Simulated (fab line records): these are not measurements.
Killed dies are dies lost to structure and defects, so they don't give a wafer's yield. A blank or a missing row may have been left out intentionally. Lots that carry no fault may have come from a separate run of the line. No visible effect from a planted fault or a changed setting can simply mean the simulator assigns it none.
Struck lot and sound lot, side by side -- flow n5-finfet -- 38 steps out of a route of 1938
Sound: wafers L501.2, L501.5, L501.6. Struck: wafer L491.2 (L491.5, L491.6, from the same lot, were not struck and are left out); the cause is given at the end.
Per side, at each step with rows, come the tool, then ch with its chambers, and then its first start. Under that, the readings that differ: sound wafers -- struck wafers -- difference of the means -- sigmas: that difference in standard deviations of wafers without a fault.
alike: readings whose means differ by less than 2 such deviations, and words and numbers that are the same on both sides. not compared: withheld readings, readings that some wafer has no value for, bounds like >300 that may hide the same value, and numbers for which the record gives no deviation and whose values overlap.
The two part at a step that has a row with sigmas, a row that says differs or no value, or rows on one side only. Numbers that have no deviation but don't overlap get no sigmas and don't part them. A reading that every wafer of one side lacks parts them only if that side has two wafers or more.

first, 10 steps without rows for these wafers: N5_DUMMY_GATE_ETCH_32 (etches SiO2 in CF4, target depth 3.5 nm, time 3.9 s); N5_DUMMY_GATE_ETCH_23 (etches poly-Si in HBr/Cl2/O2, target depth 41 nm, time 22.3 s); N5_DUMMY_GATE_ETCH_44 (etches poly-Si in HBr/O2, stops on SiO2, target depth 127.5 nm); N5_DUMMY_GATE_ETCH_42 (etches SiO2 in CHF3/O2, target depth 3.5 nm, time 31 s); N5_DUMMY_GATE_STRIP_48 (strips in N2/H2, time 20 s); N5_DUMMY_GATE_PRECLEAN_33 (cleans in dHF, time 10 s); N5_DUMMY_GATE_PRECLEAN_25 (cleans in O3/DIW, time 45 s); N5_DUMMY_GATE_PRECLEAN_51 (cleans in SC2, time 45 s); N5_DUMMY_GATE_SRD_26 (time 30 s); N5_DUMMY_GATE_UV_OZONE_45 (time 120 s).
N5_SPACER0_ALD_07: deposits SiNx, target thk 2 nm.
  sound on ald-sin-04 ch 1,2,3, day 8 18:57; struck on ald-sin-03 ch 2, day 6 00:07
reading,sound,struck,difference,sigmas
model.SiNx_of_SPACER0_ALD_07.thk-nm (nm),2 2 2,1.2,-0.8,
  alike: heater-power-w
then, 25 steps without rows for these wafers: N5_SPACER0_ALD_00 (deposits SiOCN, target thk 3.5 nm, pulse time 3 s, purge time 2 s); N5_SPACER0_ALD_08 (deposits SiNx, target thk 2 nm); N5_SD_EPI_N_COAT_32 (time 60 s, resist thk 350 nm); N5_SD_EPI_N_COAT_33 (time 60 s, resist thk 35 nm); N5_SD_EPI_N_COAT_03 (resist thk 150 nm); N5_SD_EPI_N_EBR_05; N5_SD_EPI_N_SOFTBAKE_04 (time 60 s); N5_SD_EPI_N_EXPOSE_06 (exposes mask SD N BLK, target cd 120 nm); N5_SD_EPI_N_PEB_07 (peb time 60 s); N5_SD_EPI_N_DEVELOP_08 (develop time 30 s); N5_SD_EPI_N_DESCUM_14 (chemistry O2, time 7.9 s); N5_SD_EPI_N_ETCH_34 (etches SiARC in CF4, target depth 45.5 nm, time 75.8 s); N5_SD_EPI_N_ETCH_35 (etches SOC in N2/H2, overetch 108 nm, time 486 s); N5_SD_EPI_N_STRIP_36 (strips in N2/H2); N5_SD_EPI_N_ETCHBACK_44 (etches SiNx in CH3F/O2, stops on SiO2, target depth 14.5 nm); N5_SD_EPI_N_ETCH_45 (etches SiOCN in CH3F/O2, target depth 6 nm); N5_SD_EPI_N_ETCH_16 (etches SiO2 in CHF3/O2, target depth 5 nm); N5_SD_EPI_N_STRIP_47 (strips in CHF3/O2); N5_SD_EPI_N_SD_RECESS_17 (chemistry HBr/Cl2/O2, target depth 41 nm, time 23.7 s, bt time 3 s); N5_SD_EPI_N_STRIP_38 (strips in N2/H2); N5_SD_EPI_N_WET_ETCH_43 (etches SiO2 in dHF, time 14 s, target depth 1.5 nm); N5_SD_EPI_N_STRIP_18 (strips in SPM, time 750 s); N5_SD_EPI_N_SRD_20 (time 30 s); N5_SD_EPI_N_PRECLEAN_48 (cleans in NF3:NH3, afs cycles 2, time 20 s, sublimation time 60 s); N5_SD_EPI_N_VAPOR_ETCH_50 (etches Si in HCl, time 54 s).
-- record jumps: 5 days separate the struck wafers' starts on either side; left off in module SD_EPI_N, taken up again in module BEOL_M4, whose first shown step is the route's number 1111 --
N5_BEOL_M4_RC_MEAS_101:
  sound on prober-01 ch 0, day 13 10:43; struck on prober-01 ch 0, day 10 22:11
reading,sound,struck,difference,sigmas
DIBL_N (mV/V),38.4 38.1 36.6,45.3,+7.6,+3
IOFF_N (nA/um),0.21 0.21 0.18,0.47,+0.27,+6
IOFF_N_85C (nA/um),3.9 3.8 3.5,7.8,+4.1,+6
IOFF_N_LIN (nA/um),0.092 0.093 0.088,0.166,+0.075,+5
IOFF_P (nA/um),0.26 0.26 0.27,0.46,+0.20,+4
IOFF_P_85C (nA/um),4.5 4.4 4.5,7.3,+2.8,+4
IOFF_P_LIN (nA/um),0.117 0.115 0.121,0.192,+0.074,+4
ION_N (uA/um),689 688 691,741,+52,+4
ION_P (uA/um),471 467 478,492,+20,+2
REXT_N (ohm.um),75.1 76.3 78.0,68.5,-8.0,-6
REXT_P (ohm.um),99.2 101.2 100.5,95.8,-4.5,-2
SS_N (mV/dec),72.2 71.1 71.0,74.5,+3.1,+4
VT_N (mV),245 245 247,237,-9,-2
VT_P (mV),-248 -250 -247,-239,+9,+2
VT_P_LVT (mV),-96 -98 -96,-85,+12,+3
  alike: DIBL_P, SS_P
-- here the record skips 4 days between the struck wafers' starts before and after, leaving off in module BEOL_M4 and picking up in module PASSIVATION (first step shown: number 1936 of the route) --
N5_PASSIVATION_PROBE_49:
  sound: prober-02 at day 17 16:07; struck: prober-02 at day 15 08:41
reading,sound,struck,difference,sigmas
killed-at-contacts,24 30 28,13,-14,-2
killed-open,78 84 75,53,-26,-2
sort_bin_4_leakage (%),0 0 0,30.42,+30.42,+99 or more
sort-n-pass,1059 1045 1063,721,-335,-18
sort-yield-pct (%),89.7 88.6 90.1,61.1,-28.4,-18
  alike: defect-limited-yield, killed_at_M0_to_M3, killed_at_M4_up, killed-at-front-end, killed-at-other, killed-dies, killed-short, sort_bin_5_function, sort_bin_6_memory

== WHERE THEY PART ==
At N5_BEOL_M4_RC_MEAS_101 first; at N5_PASSIVATION_PROBE_49 last (within this record only).

WHY: the cause the simulator had injected
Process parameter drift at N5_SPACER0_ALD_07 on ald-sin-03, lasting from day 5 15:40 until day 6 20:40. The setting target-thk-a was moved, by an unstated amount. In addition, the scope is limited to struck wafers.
